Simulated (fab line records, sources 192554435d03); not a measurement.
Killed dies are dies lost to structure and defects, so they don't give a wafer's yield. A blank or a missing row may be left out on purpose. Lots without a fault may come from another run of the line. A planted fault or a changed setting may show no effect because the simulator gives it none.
Chamber matching | flow n5_finfet | N5_MOL_CONTACT_COAG_STRIP_96 on rie_diel-03: 4 sister chambers
The step strips in N2/H2. 4 wafers are shown with their chamber, then 9 later ones without.

WAFERS WITH THEIR CHAMBER
wafer  | chamber | showerhead_plenum_p_Torr (Torr)
L087.1 | 1       | 3.44
L087.3 | 3       | 3.40
L091.2 | 0       | 3.29
L091.5 | 2       | 3.28

WAFERS WITHOUT THEIR CHAMBER
wafer  | showerhead_plenum_p_Torr (Torr)
L092.2 | 3.29
L092.3 | 3.28
L092.4 | 3.39
L093.4 | 3.28
L093.5 | 3.43
L093.6 | 3.28
L094.1 | 3.39
L094.3 | 3.43
L094.5 | 3.39

WHICH CHAMBER EACH WENT THROUGH
wafer  | from the rows above     | in truth
L092.2 | can't be placed: 0 or 2 | 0
L092.3 | can't be placed: 2 or 0 | 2
L092.4 | 3                       | 3
L093.4 | can't be placed: 2 or 0 | 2
L093.5 | 1                       | 1
L093.6 | can't be placed: 2 or 0 | 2
L094.1 | 3                       | 3
L094.3 | 1                       | 1
L094.5 | 3                       | 3
Placed correctly: 5 of 9. Can't be placed from these rows: 4 (the true chamber is among the candidates in 4). Placed wrongly: 0.
How it was worked out, from the rows above alone: a wafer's distance from a chamber is the root of the sum, over the readings, of the square of ((its reading less the chamber's mean) divided by the reading's scatter). The wafer belongs to the nearest chamber; if the next one is less than 2 further off, it can't be placed. A chamber's mean is the mean of its shown wafers. The scatter: with one shown wafer a chamber, the root of the mean of the squares of how far each hidden wafer lies from its nearest shown one.
